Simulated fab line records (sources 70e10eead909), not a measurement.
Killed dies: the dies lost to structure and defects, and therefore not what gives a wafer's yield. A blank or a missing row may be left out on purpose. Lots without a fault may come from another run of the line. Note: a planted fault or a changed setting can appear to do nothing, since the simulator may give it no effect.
Comparing a struck lot with a sound one | flow nand-harc | 41 out of 1159 route steps
Sound: the wafers L530.2, L530.3, L530.6. The struck wafers were L534.1, L534.2, L534.6. Last of all comes the cause.
For every step that has rows: the tool of each side, followed by ch and its chambers, followed by its first start. Under that, the readings that differ: sound wafers | struck wafers | difference of the means | sigmas: that difference in standard deviations of wafers without a fault.
alike: readings whose means differ by less than 2 such deviations, and words and numbers that are the same on both sides. not compared: withheld readings, readings that some wafer has no value for, bounds like >300 that may hide the same value, and numbers for which the record gives no deviation and whose values overlap.
Wherever a step has rows on one side only, a row that says differs or no value, or a row with sigmas, the two part there. Non-overlapping numbers with no deviation appear without sigmas and do not part them. Lack of a reading on every wafer of one side parts them only where that side has two or more wafers.

first, 6 steps without rows for these wafers: NHARC_P_STI_COAT_03 (resist thk 600 nm); NHARC_P_STI_SOFTBAKE_04 (time 70 s); NHARC_P_STI_EBR_05; NHARC_P_STI_EXPOSE_06 (exposes mask P STI, target cd 200 nm); NHARC_P_STI_PEB_07 (peb time 80 s); NHARC_P_STI_DEVELOP_08 (time 50 s).
NHARC_P_STI_CD_MEAS_09: the cd target is 200 nm.
  sound on cd-sem-02 ch 0, day 3 19:10; struck on cd-sem-02 ch 0, day 5 01:40
  alike: cd-nm
NHARC_P_STI_OVL_MEAS_10:
  sound on overlay-01 at day 3 19:15; struck on overlay-01 at day 5 01:46
  alike: overlay-x-nm, overlay-y-nm
NHARC_P_STI_INSPECT_11:
  sound on defect-inspect-02 at day 3 19:17; struck on defect-inspect-01 at day 5 01:48
  alike: raw-defect-count
then, 1 step without rows for these wafers: NHARC_P_STI_HARDBAKE_13 (time 65 s).
NHARC_P_STI_DESCUM_14: chemistry O2, time 3 s.
  sound on rie-diel-13 ch 1,3, day 3 19:26; struck on rie-diel-05 ch 0,3, day 5 01:56
  alike: drypump-motor-current-A, oes-product-au, rf-vpp-V, showerhead-plenum-p-Torr, throttle-valve-pct
  not compared: rf-hours-counter-h
NHARC_P_STI_ETCH_42: etches the open film in N2/H2, target depth 80 nm, overetch 24 nm, time 61 s.
  sound on rie-diel-13 ch 0,1,3, day 3 19:31; struck on rie-diel-05 ch 0,1,3, day 5 02:02
  alike: drypump-motor-current-A, n2-flow-sccm, oes-product-au, rf-vpp-V, showerhead-plenum-p-Torr, throttle-valve-pct
  not compared: rf-hours-counter-h
NHARC_P_STI_ETCH_31: etches the open film in CF4/CHF3, target depth 108.9 nm, time 54.5 s.
  sound on rie-diel-13 ch 0,1,2, day 3 19:36; struck on rie-diel-05 ch 0,2, day 5 02:06
  alike: drypump-motor-current-A, oes-product-au, rf-vpp-V, showerhead-plenum-p-Torr, throttle-valve-pct
  not compared: rf-hours-counter-h
NHARC_P_STI_ETCH_15: etches the open film in HBr/Cl2, target depth 300 nm, time 100.1 s.
  sound on rie-si-04 ch 0,3, day 3 19:42; struck on rie-si-01 ch 0,3, day 5 02:13
  alike: drypump-motor-current-A, oes-product-au, throttle-valve-pct
  not compared: rf-hours-counter-h
NHARC_P_STI_CD_MEAS_16:
  sound on cd-sem-03 at day 3 19:52; struck on cd-sem-01 at day 5 02:22
  alike: cd-nm
NHARC_P_STI_OCD_MEAS_17:
  sound on ocd-02 at day 3 19:57; struck on ocd-01 at day 5 02:28
  alike: trench-depth-nm, trench-foot-cd-nm
then, 3 steps without rows for these wafers: NHARC_P_STI_STRIP_19 (strips in SPM, time 900 s); NHARC_P_STI_PRECLEAN_32 (cleans in SC1); NHARC_P_STI_SRD_23.
NHARC_P_STI_OCD_MEAS_43:
  sound on ocd-02 at day 3 20:29; struck on ocd-01 at day 5 02:58
  alike: trench-depth-nm, trench-foot-cd-nm
then, 3 steps without rows for these wafers: NHARC_P_STI_OXIDE_33 (material SiO2, target thk 10 nm, ox time 281 s); NHARC_P_STI_HDPCVD_20 (deposits SiO2); NHARC_P_STI_ANNEAL_34 (time 1800 s).
NHARC_P_STI_CMP_21: polishes, t overpolish 20 s, target thk 380.67 nm.
  sound on cmp-02 ch 0,3, day 4 17:47; struck on cmp-01 ch 2,3, day 6 02:01
  alike: motor-current-A, overpolish-run-s
then, 16 steps without rows for these wafers: NHARC_P_STI_SRD_35; NHARC_P_STI_ETCH_36 (etches SiO2 in dHF, target depth 38.8 nm); NHARC_P_STI_STRIP_24 (strips Si3N4 in H3PO4); NHARC_P_STI_ETCH_37 (etches SiO2 in dHF, target depth 11 nm); NHARC_P_STI_PRECLEAN_38 (cleans in SC1); NHARC_P_STI_SRD_39; NHARC_P_STI_OXIDE_40 (material SiO2, target thk 10 nm, ox time 1362 s); NHARC_P_GATE_ETCH_69 (etches SiO2 in dHF, target depth 14 nm); NHARC_P_GATE_PRECLEAN_70 (cleans in SC1); NHARC_P_GATE_SRD_01; NHARC_P_GATE_OXIDE_02 (material SiO2, target thk 37.5 nm, ox time 365 s); NHARC_P_GATE_DEHYDRATE_03 (time 120 s); NHARC_P_GATE_HMDS_04 (time 30 s); NHARC_P_GATE_COAT_05; NHARC_P_GATE_SOFTBAKE_06 (time 95 s); NHARC_P_GATE_EBR_07.
-- break in the record here, with 16 days between the starts of the struck wafers on either side (left off in module P_GATE, picked up again in module END, where the first step shown is number 1159 on the route) --
NHARC_END_SORT_01:
  the record has rows for the struck wafers here (prober-02 ch 0, day 21 19:05) and none for the sound ones

WHERE THEY PART
Only at NHARC_END_SORT_01, within this record.

WHY: whatever the simulator had introduced
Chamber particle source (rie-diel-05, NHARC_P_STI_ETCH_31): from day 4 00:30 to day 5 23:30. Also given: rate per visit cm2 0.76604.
